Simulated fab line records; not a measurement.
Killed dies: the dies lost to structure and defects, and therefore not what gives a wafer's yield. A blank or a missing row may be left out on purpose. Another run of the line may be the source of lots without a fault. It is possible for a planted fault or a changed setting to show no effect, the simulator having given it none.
fab line records :: flow n5-finfet
record:
  lots: 4
  wafers: 12
  last-day: 17
route steps=1938 shown WELL_APT@20 PMOS_HMC_CHANNEL_EPI@57 BEOL_M4@1111 PASSIVATION@1936
lots that met no fault: taken from a fault-free run of the same line
start-h: the number of hours between the record's first day and the start of the first shown wafer of the lot :: wait-h: time in hours since the lot's previous step :: " same as the row above :: L1.1+2: one row covering several wafers at once :: - either no value or no given start :: * or withheld: withheld :: < > ~ a bound
route shown NAME@n: names a module that has steps shown in the file, with the first one's number in the route :: usual: mean/standard deviation taken from wafers without a fault :: same: alike in all rows :: chamber/n: place in a boat :: sites: per-site readings :: _std_site: standard deviation across them :: _edge_site: the outer-site mean with the inner-site mean subtracted :: radius-mm: how far each site lies from the wafer's centre :: mask NAME#n: copy n :: behind: the tool/chamber that last shaped the wafer :: hold: why the lot was held/for how many hours/how that ended :: device: the transistor (n, p or np) that didn't switch :: end of line: the same wafers' tests at the end of the route :: a step without rows: its recipe alone :: killed: count of dies lost to structure and defects at first sort (not the wafer's yield) :: map: shows each die of a wafer: x if killed, . if not, _ if none is there
set.NAME: the setting that was run; set.NAME@STEP: the one run at that earlier step :: model.NAME: the simulator's own value behind a step, which no gauge read
a table for each step, a row for each wafer; lots at some steps of the route
services: the hour from which a tool's chamber was out of use, counted from the record's first day as start-h (under 0 if before that day), plus the number of hours and why
== steps ==
step: N5_WELL_APT_HMDS_01
recipe:
  time-s: 60
  temp-c: 120
step: N5_WELL_APT_COAT_02
recipe:
  spin-rpm: 1357
  resist-thk-nm: 950
step: N5_WELL_APT_EBR_04
recipe:
  solvent: PGMEA
  ebr-width-mm: 1.5
step: N5_WELL_APT_SOFTBAKE_03
recipe:
  temp-c: 130
  time-s: 60
step: N5_WELL_APT_EXPOSE_05
recipe:
  mask-id: NWELL
  na: 0.8
  source-shape: conventional
  sigma-outer: 0.8
  polarization: unpolarized
  defocus-nm: 0
  target-cd-nm: 200
  dose-mj: 20.3
step: N5_WELL_APT_PEB_06
recipe:
  peb-temp-c: 130
  peb-time-s: 90
step: N5_WELL_APT_DEVELOP_07
recipe:
  develop-time-s: 45
  rinse-liquid: surfactant-rinse
  dry: air-spin
  dev-temp-c: 21
step: N5_WELL_APT_HARDBAKE_12
recipe:
  temp-c: 130
  time-s: 120
step: N5_WELL_APT_DESCUM_13
recipe:
  chemistry: O2
  time-s: 7.9
  source-power-w: 50
  bias-power-w: 20
  pressure-mtorr: 20
  rf-frequency-hz: 2.712e+07
  temp-c: 40
  o2-flow-sccm: 225
step: N5_WELL_APT_IMPLANT_14
recipe:
  species: P
  energy-kev: 160
  dose-cm2: 1.5e+13
  tilt-deg: 0
  rotation-deg: 0
usual:
  dose-ions-cm2: 1.4995e+13/1.7e+10
  faraday-current-uA: 190/4.1
lot.wafer: L686.2
tool: implanter-02
chamber: 0
start-h: 14.13
wait-h: 0.1
dose-ions-cm2: 1.4999e+13
faraday-current-uA: 193

lot.wafer: L686.4
tool: implanter-02
chamber: 0
start-h: 14.13
wait-h: 0.1
dose-ions-cm2: 1.4992e+13
faraday-current-uA: 188

lot.wafer: L686.5
tool: implanter-02
chamber: 0
start-h: 14.13
wait-h: 0.1
dose-ions-cm2: 1.5008e+13
faraday-current-uA: 191

lot.wafer: L696.3
tool: implanter-02
chamber: 0
start-h: 73.94
wait-h: 0.1
dose-ions-cm2: 2.2625e+13
faraday-current-uA: 289

lot.wafer: L696.4
tool: implanter-02
chamber: 0
start-h: 73.94
wait-h: 0.1
dose-ions-cm2: 2.2604e+13
faraday-current-uA: 276

lot.wafer: L696.6
tool: implanter-02
chamber: 0
start-h: 73.94
wait-h: 0.1
dose-ions-cm2: 2.2617e+13
faraday-current-uA: 287

lot.wafer: L700.2
tool: implanter-02
chamber: 0
start-h: 98.22
wait-h: 0.1
dose-ions-cm2: 2.2631e+13
faraday-current-uA: 281

lot.wafer: L700.3
tool: implanter-02
chamber: 0
start-h: 98.22
wait-h: 0.1
dose-ions-cm2: 2.2654e+13
faraday-current-uA: 280

lot.wafer: L700.4
tool: implanter-02
chamber: 0
start-h: 98.22
wait-h: 0.1
dose-ions-cm2: 2.2629e+13
faraday-current-uA: 279

lot.wafer: L708.2
tool: implanter-01
chamber: 0
start-h: 146.11
wait-h: 0.1
dose-ions-cm2: 1.4974e+13
faraday-current-uA: 196

lot.wafer: L708.3
tool: implanter-01
chamber: 0
start-h: 146.11
wait-h: 0.1
dose-ions-cm2: 1.4955e+13
faraday-current-uA: 190

lot.wafer: L708.6
tool: implanter-01
chamber: 0
start-h: 146.11
wait-h: 0.1
dose-ions-cm2: 1.4978e+13
faraday-current-uA: 194
step: N5_WELL_APT_IMPLANT_15
recipe:
  species: As
  energy-kev: 25
  dose-cm2: 1.5e+13
  tilt-deg: 0
  rotation-deg: 0
step: N5_WELL_APT_STRIP_16
recipe:
  chemistry: SPM
  time-s: 900
  temp-c: 130
  h2so4-h2o2-vol-ratio: 4
  dry: ipa-marangoni
step: N5_WELL_APT_HMDS_18
recipe:
  time-s: 60
  temp-c: 120
step: N5_WELL_APT_COAT_19
recipe:
  spin-rpm: 1357
  resist-thk-nm: 950
step: N5_WELL_APT_EBR_21
recipe:
  solvent: PGMEA
  ebr-width-mm: 1.5
step: N5_WELL_APT_SOFTBAKE_20
recipe:
  temp-c: 130
  time-s: 60
step: N5_WELL_APT_EXPOSE_22
recipe:
  mask-id: PWELL
  na: 0.8
  source-shape: conventional
  sigma-outer: 0.8
  polarization: unpolarized
  defocus-nm: 0
  target-cd-nm: 200
  dose-mj: 23.2
step: N5_WELL_APT_PEB_23
recipe:
  peb-temp-c: 130
  peb-time-s: 90
step: N5_WELL_APT_DEVELOP_24
recipe:
  develop-time-s: 45
  rinse-liquid: surfactant-rinse
  dry: air-spin
  dev-temp-c: 21
step: N5_WELL_APT_HARDBAKE_29
recipe:
  temp-c: 130
  time-s: 120
step: N5_WELL_APT_DESCUM_30
recipe:
  chemistry: O2
  time-s: 7.9
  source-power-w: 50
  bias-power-w: 20
  pressure-mtorr: 20
  rf-frequency-hz: 2.712e+07
  temp-c: 40
  o2-flow-sccm: 225
step: N5_WELL_APT_IMPLANT_31
recipe:
  species: B
  energy-kev: 60
  dose-cm2: 1.5e+13
  tilt-deg: 0
  rotation-deg: 0
step: N5_WELL_APT_IMPLANT_32
recipe:
  species: BF2
  energy-kev: 50
  dose-cm2: 2e+13
  tilt-deg: 0
  rotation-deg: 0
step: N5_WELL_APT_STRIP_33
recipe:
  chemistry: SPM
  time-s: 900
  temp-c: 130
  h2so4-h2o2-vol-ratio: 4
  dry: ipa-marangoni
step: N5_WELL_APT_RTA_34
recipe:
  temp-c: 1000
  time-s: 10
  ambient: N2
  idle-temp-c: 600
  ramp-up-c-per-s: 150
  ramp-down-c-per-s: 60
  cool-to-c: 600
step: N5_WELL_APT_OXIDE_STRIP_42
recipe:
  chemistry: dHF
  dilution: 25:1
  time-s: 45
  temp-c: 25
  target: SiO2
  target-depth-a: 120
step: N5_WELL_APT_PRECLEAN_36
recipe:
  chemistry: O3/DIW
  time-s: 45
  temp-c: 22
  o3-ppm: 10
step: N5_WELL_APT_PRECLEAN_39
recipe:
  chemistry: dHF
  time-s: 60
  dilution: 150:1
  temp-c: 25
step: N5_WELL_APT_SRD_37
recipe:
  dry: ipa-marangoni
  do-ppb: 5
  time-s: 30
  temp-c: 23
  rinse-liquid: diw
step: N5_WELL_APT_EPI_41
recipe:
  material: Si
  target-thk-a: 500
  temp-c: 650
  precursor: SiH4/H2
  pressure-torr: 20
  time-s: 297.7
step: N5_PMOS_HMC_CHANNEL_EPI_HM_DEP_34
recipe:
  material: SiO2
  target-thk-a: 360
  temp-c: 400
  precursor: TEOS/O2
  pressure-torr: 6.5
  rf-w: 900
  teos-flow-sccm: 161.4
  gas: O2
  flow-sccm: 2650
  time-s: 6.9
step: N5_PMOS_HMC_CHANNEL_EPI_COAT_31
recipe:
  resist: BARC
  temp-c: 205
  time-s: 60
  spin-rpm: 1500
  resist-thk-nm: 66
step: N5_PMOS_HMC_CHANNEL_EPI_COAT_03
recipe:
  resist: CAR-ArF-block
  spin-rpm: 1500
  resist-thk-nm: 205
step: N5_PMOS_HMC_CHANNEL_EPI_EBR_05
recipe:
  solvent: PGMEA
  ebr-width-mm: 1.5
step: N5_PMOS_HMC_CHANNEL_EPI_SOFTBAKE_04
recipe:
  temp-c: 110
  time-s: 60
  resist: CAR-ArF-block
step: N5_BEOL_M4_RC_MEAS_101
usual:
  DIBL_N: 35.9/1.4
  DIBL_P: 35.9/1.7
  IOFF_N: 0.160/0.026
  IOFF_P: 0.21/0.036
  ION_N: 672/11
  ION_P: 461/8.1
  RS_NWELL: 1036/6.3
  SS_N: 71.4/0.54
  SS_P: 73.2/0.67
  VT_N: 249.3/2.7
  VT_P: -250/3.9
lot.wafer: L686.2
tool: prober-01
chamber: 0
start-h: 161.78
wait-h: 0.2
DIBL_N[mV/V]: 36.8
DIBL_P[mV/V]: 37.7
IOFF_N[nA/um]: 0.200
IOFF_P[nA/um]: 0.31
ION_N[uA/um]: 685
ION_P[uA/um]: 476
RS_NWELL[ohm/sq]: 1040
SS_N[mV/dec]: 72.0
SS_P[mV/dec]: 74.3
VT_N[mV]: 247.4
VT_P[mV]: -240

lot.wafer: L686.4
tool: prober-01
chamber: 0
start-h: 161.78
wait-h: 0.2
DIBL_N[mV/V]: 35.4
DIBL_P[mV/V]: 35.9
IOFF_N[nA/um]: 0.170
IOFF_P[nA/um]: 0.26
ION_N[uA/um]: 678
ION_P[uA/um]: 475
RS_NWELL[ohm/sq]: 1034
SS_N[mV/dec]: 71.1
SS_P[mV/dec]: 73.8
VT_N[mV]: 245.1
VT_P[mV]: -245

lot.wafer: L686.5
tool: prober-01
chamber: 0
start-h: 161.78
wait-h: 0.2
DIBL_N[mV/V]: 36.1
DIBL_P[mV/V]: 36.6
IOFF_N[nA/um]: 0.182
IOFF_P[nA/um]: 0.28
ION_N[uA/um]: 680
ION_P[uA/um]: 474
RS_NWELL[ohm/sq]: 1032
SS_N[mV/dec]: 71.8
SS_P[mV/dec]: 73.4
VT_N[mV]: 247.2
VT_P[mV]: -244

lot.wafer: L696.3
tool: prober-02
chamber: 0
start-h: 230.48
wait-h: 0.3
DIBL_N[mV/V]: 35.7
DIBL_P[mV/V]: 36.4
IOFF_N[nA/um]: 0.153
IOFF_P[nA/um]: 0.22
ION_N[uA/um]: 670
ION_P[uA/um]: 466
RS_NWELL[ohm/sq]: 825
SS_N[mV/dec]: 71.3
SS_P[mV/dec]: 72.6
VT_N[mV]: 251.4
VT_P[mV]: -249

lot.wafer: L696.4
tool: prober-02
chamber: 0
start-h: 230.48
wait-h: 0.3
DIBL_N[mV/V]: 38.3
DIBL_P[mV/V]: 38.4
IOFF_N[nA/um]: 0.190
IOFF_P[nA/um]: 0.25
ION_N[uA/um]: 676
ION_P[uA/um]: 466
RS_NWELL[ohm/sq]: 822
SS_N[mV/dec]: 71.0
SS_P[mV/dec]: 73.7
VT_N[mV]: 246.9
VT_P[mV]: -247

lot.wafer: L696.6
tool: prober-02
chamber: 0
start-h: 230.48
wait-h: 0.3
DIBL_N[mV/V]: 33.0
DIBL_P[mV/V]: 33.0
IOFF_N[nA/um]: 0.111
IOFF_P[nA/um]: 0.16
ION_N[uA/um]: 655
ION_P[uA/um]: 455
RS_NWELL[ohm/sq]: 816
SS_N[mV/dec]: 70.1
SS_P[mV/dec]: 71.9
VT_N[mV]: 256.8
VT_P[mV]: -255

lot.wafer: L700.2
tool: prober-01
chamber: 0
start-h: 254.57
wait-h: 0.2
DIBL_N[mV/V]: 38.7
DIBL_P[mV/V]: 39.0
IOFF_N[nA/um]: 0.234
IOFF_P[nA/um]: 0.30
ION_N[uA/um]: 702
ION_P[uA/um]: 480
RS_NWELL[ohm/sq]: 822
SS_N[mV/dec]: 72.1
SS_P[mV/dec]: 74.8
VT_N[mV]: 240.6
VT_P[mV]: -243

lot.wafer: L700.3
tool: prober-01
chamber: 0
start-h: 254.57
wait-h: 0.2
DIBL_N[mV/V]: 35.7
DIBL_P[mV/V]: 34.8
IOFF_N[nA/um]: 0.174
IOFF_P[nA/um]: 0.23
ION_N[uA/um]: 687
ION_P[uA/um]: 466
RS_NWELL[ohm/sq]: 826
SS_N[mV/dec]: 72.4
SS_P[mV/dec]: 73.2
VT_N[mV]: 246.4
VT_P[mV]: -248

lot.wafer: L700.4
tool: prober-01
chamber: 0
start-h: 254.57
wait-h: 0.2
DIBL_N[mV/V]: 36.8
DIBL_P[mV/V]: 36.1
IOFF_N[nA/um]: 0.193
IOFF_P[nA/um]: 0.24
ION_N[uA/um]: 682
ION_P[uA/um]: 464
RS_NWELL[ohm/sq]: 824
SS_N[mV/dec]: 71.8
SS_P[mV/dec]: 74.2
VT_N[mV]: 244.8
VT_P[mV]: -246

lot.wafer: L708.2
tool: prober-01
chamber: 0
start-h: 309.85
wait-h: 0.2
DIBL_N[mV/V]: 34.5
DIBL_P[mV/V]: 35.1
IOFF_N[nA/um]: 0.159
IOFF_P[nA/um]: 0.19
ION_N[uA/um]: 681
ION_P[uA/um]: 463
RS_NWELL[ohm/sq]: 1030
SS_N[mV/dec]: 71.0
SS_P[mV/dec]: 73.0
VT_N[mV]: 249.1
VT_P[mV]: -252

lot.wafer: L708.3
tool: prober-01
chamber: 0
start-h: 309.85
wait-h: 0.2
DIBL_N[mV/V]: 35.1
DIBL_P[mV/V]: 37.1
IOFF_N[nA/um]: 0.174
IOFF_P[nA/um]: 0.22
ION_N[uA/um]: 690
ION_P[uA/um]: 470
RS_NWELL[ohm/sq]: 1033
SS_N[mV/dec]: 71.7
SS_P[mV/dec]: 73.1
VT_N[mV]: 246.4
VT_P[mV]: -252

lot.wafer: L708.6
tool: prober-01
chamber: 0
start-h: 309.85
wait-h: 0.2
DIBL_N[mV/V]: 34.4
DIBL_P[mV/V]: 35.6
IOFF_N[nA/um]: 0.158
IOFF_P[nA/um]: 0.20
ION_N[uA/um]: 682
ION_P[uA/um]: 466
RS_NWELL[ohm/sq]: 1024
SS_N[mV/dec]: 71.4
SS_P[mV/dec]: 72.7
VT_N[mV]: 248.8
VT_P[mV]: -251
step: N5_PASSIVATION_PROBE_49
usual:
  defect-limited-yield: 90.9/1.5
  killed_at_M0_to_M3: 35/10
  killed_at_M4_up: 14/5.2
  killed-at-contacts: 13/7.3
  killed-at-front-end: 42/12
  killed-at-other: 3.4/2.5
  killed-dies: 108/18
  killed-open: 70/13
  killed-short: 35/8
  sort_bin_5_function: 5.4/1
  sort_bin_6_memory: 3.4/0.71
  sort-n-pass: 1072/18
  sort-yield-pct: 90.9/1.5
same:
  gross-dies: 1180
  killed-at-back-side: 0
  sort_bin_4_leakage[%]: 0
  sort_bin_8_speed[%]: 0
lot.wafer: L700.2
tool: prober-02
chamber: -
start-h: 372.61
wait-h: 0.1
defect-limited-yield[%]: 87.5
killed_at_M0_to_M3: 56
killed_at_M4_up: 14
killed-at-contacts: 20
killed-at-front-end: 54
killed-at-other: 3
killed-dies: 147
killed-open: 94
killed-short: 49
sort_bin_5_function[%]: 7.1
sort_bin_6_memory[%]: 4.7
sort-n-pass: 1033
sort-yield-pct[%]: 87.5
killed by level:class
L700.2 MOL_CONTACT_COAG:geometric-particle:open=14 BEOL_M0_SAQP:geometric-particle:short=12 BEOL_M0_SAQP:geometric-particle:open=12 STI_FIN_REVEAL:geometric-particle:open=11 FIN_SAQP:geometric-particle:short=10 BEOL_M3:geometric-particle:open=10 BEOL_M2:geometric-particle:open=8 MOL_CONTACT_COAG:geometric-particle:short=6
== services ==
tool: implanter-02
chamber: -
start-h: -6.91
hours: 5.8
kind: repair

tool: implanter-01
chamber: -
start-h: 18.66
hours: 1.4
kind: repair

tool: implanter-01
chamber: -
start-h: 23.77
hours: 1.9
kind: repair

tool: implanter-01
chamber: -
start-h: 73.51
hours: 2.2
kind: repair

tool: implanter-01
chamber: -
start-h: 120.64
hours: 1.9
kind: repair
== key ==
first-sign:
  step: N5_WELL_APT_IMPLANT_14
  reading: dose-ions-cm2
  direction: up
  sigmas: 99+
  usual: 1.4995e+13
  struck: 2.2627e+13
effect:
  step: N5_WELL_APT_IMPLANT_14
  reading: faraday-current-uA
  direction: up
  sigmas: 22
  usual: 190
  struck: 282
effect:
  step: N5_BEOL_M4_RC_MEAS_101
  reading: RS_NWELL
  direction: down
  sigmas: 34
  usual: 1036
  struck: 822
met-at N5_WELL_APT_IMPLANT_14
struck-wafers L696.3,L696.4,L696.6,L700.2,L700.3,L700.4
onset-between 14.13 73.94
fault:
  kind: process-parameter-drift
  tool: implanter-02
  chamber: -
  onset-h: 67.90
  steps: N5_WELL_APT_IMPLANT_14
  channel: dose-cm2
  offset: 7.6279e+12
  shape: step
  end-h: 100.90
  acts-in: these-recipes-only
  stated: 1.5e+13
